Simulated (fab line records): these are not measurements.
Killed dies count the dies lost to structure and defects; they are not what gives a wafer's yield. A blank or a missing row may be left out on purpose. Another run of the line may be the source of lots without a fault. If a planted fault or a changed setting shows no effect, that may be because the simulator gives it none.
One fault seen from 2 desks || flow n5_finfet || what lay behind the numbers comes last; until then each desk has only its own

== THE TOOL OWNER'S DESK: cvd_co-01 ==
The tool's own readings at N5_BEOL_M3_CVD_47 (deposits Co from CCTBA/H2, target thk 3 nm, time 223.8 s): means of the sampled wafers that have a number, for each lot that ran on this tool. Any lot whose mean is over 4 standard deviations away from the usual mean is out of limits and marked OUT; that distance is given in the brackets.
Columns: A = chamber_pressure_Torr at N5_BEOL_M3_CVD_47, usual 30.00 Torr; B = run_length_s at N5_BEOL_M3_CVD_47, usual 246.3 s
{"lot": "L854", "first seen here": "day 10 14:38", "A": 30.01, "B": 246.2}
{"lot": "L856", "first seen here": "day 10 21:17", "A": 30.05, "B": 246.1}
{"lot": "L862", "first seen here": "day 12 14:52", "A": 30.03, "B": 246.4}
{"lot": "L863", "first seen here": "day 13 05:12", "A": 29.96, "B": 246.3}
{"lot": "L864", "first seen here": "day 13 07:22", "A": 29.93, "B": 246.5}
This desk's verdict: no lot among the 5 shows anything out of limits.

== FROM THE METROLOGY DESK ==
What the gauges read, lot by lot, whatever tool the lot ran on: means of the sampled wafers that have a number. Any lot whose mean is over 4 standard deviations away from the usual mean is out of limits and marked OUT; that distance is given in the brackets. Of its 10 readings 7 are shown: those that lie furthest out on some lot.
Columns: A = DIBL_N at N5_BEOL_M4_RC_MEAS_101, usual 35.9 mV/V; B = IOFF_P at N5_BEOL_M4_RC_MEAS_101, usual 0.21 nA/um; C = ION_N at N5_BEOL_M4_RC_MEAS_101, usual 674 uA/um; D = ION_P at N5_BEOL_M4_RC_MEAS_101, usual 463 uA/um; E = SS_N at N5_BEOL_M4_RC_MEAS_101, usual 71.3 mV/dec; F = VT_N at N5_BEOL_M4_RC_MEAS_101, usual 250 mV; G = VT_P at N5_BEOL_M4_RC_MEAS_101, usual -251 mV
{"lot": "L843", "first seen here": "day 8 07:27", "A": 36.8, "B": 0.20, "C": 673, "D": 462, "E": 70.5, "F": 248, "G": -251}
{"lot": "L854", "first seen here": "day 11 06:11", "A": 36.5, "B": 0.24, "C": 679, "D": 466, "E": 71.5, "F": 249, "G": -248}
{"lot": "L856", "first seen here": "day 11 15:00", "A": 36.0, "B": 0.18, "C": 662, "D": 453, "E": 71.3, "F": 252, "G": -255}
{"lot": "L861", "first seen here": "day 13 04:11", "A": 34.1, "B": 0.19, "C": 665, "D": 460, "E": 70.5, "F": 251, "G": -249}
{"lot": "L862", "first seen here": "day 13 05:05", "A": 36.4, "B": 0.23, "C": 678, "D": 468, "E": 71.3, "F": 249, "G": -247}
{"lot": "L863", "first seen here": "day 13 19:22", "A": 35.3, "B": 0.19, "C": 668, "D": 460, "E": 71.5, "F": 250, "G": -253}
{"lot": "L864", "first seen here": "day 13 22:01", "A": 35.8, "B": 0.21, "C": 675, "D": 461, "E": 71.3, "F": 250, "G": -250}
{"lot": "L865", "first seen here": "day 14 03:22", "A": 34.6, "B": 0.16, "C": 667, "D": 459, "E": 70.8, "F": 255, "G": -254}
This desk's verdict: no lot among the 8 shows anything out of limits.

== ALL TOGETHER ==
The tool owner's desk saw nothing out of limits.
The metrology desk saw nothing out of limits.

== WHAT WAS PUT IN BY THE SIMULATOR ==
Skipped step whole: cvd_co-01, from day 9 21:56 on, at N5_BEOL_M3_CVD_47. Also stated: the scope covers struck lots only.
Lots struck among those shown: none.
